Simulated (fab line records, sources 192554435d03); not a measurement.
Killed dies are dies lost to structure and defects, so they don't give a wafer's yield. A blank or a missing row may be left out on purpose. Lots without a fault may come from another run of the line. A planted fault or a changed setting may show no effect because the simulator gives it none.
Chamber matching | flow n5_finfet | N5_BEOL_M10_CURE_71 on uv_cure-02: 3 sister chambers
The step cures SiCOH lowk, time 240 s. 3 wafers are shown with their chamber, then 12 later ones without.

WAFERS WITH THEIR CHAMBER
wafer  | chamber | wafer_temp_C_max
L077.6 | 1       | 386.8
L085.5 | 2       | 386.6
L088.5 | 0       | 386.3

WAFERS WITHOUT THEIR CHAMBER
wafer  | wafer_temp_C_max
L091.1 | 386.3
L091.3 | 386.8
L091.5 | 386.6
L091.2 | 386.4
L091.4 | 386.3
L091.6 | 386.8
L092.4 | 387.0
L092.5 | 386.4
L092.6 | 386.9
L095.2 | 386.6
L095.3 | 386.5
L095.4 | 386.1

WHICH CHAMBER EACH WENT THROUGH
wafer  | from the rows above     | in truth
L091.1 | 0                       | 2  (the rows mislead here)
L091.3 | 1                       | 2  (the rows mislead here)
L091.5 | 2                       | 2
L091.2 | can't be placed: 0 or 2 | 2
L091.4 | 0                       | 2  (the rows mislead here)
L091.6 | 1                       | 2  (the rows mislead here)
L092.4 | 1                       | 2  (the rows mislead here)
L092.5 | can't be placed: 0 or 2 | 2
L092.6 | 1                       | 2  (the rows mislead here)
L095.2 | 2                       | 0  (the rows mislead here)
L095.3 | can't be placed: 2 or 0 | 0
L095.4 | 0                       | 0
Placed correctly: 2 of 12. Can't be placed from these rows: 3 (the true chamber is among the candidates in 3). Placed wrongly: 7.
How it was worked out, from the rows above alone: a wafer's distance from a chamber is the root of the sum, over the readings, of the square of ((its reading less the chamber's mean) divided by the reading's scatter). The wafer belongs to the nearest chamber; if the next one is less than 2 further off, it can't be placed. A chamber's mean is the mean of its shown wafers. The scatter: with one shown wafer a chamber, the root of the mean of the squares of how far each hidden wafer lies from its nearest shown one.
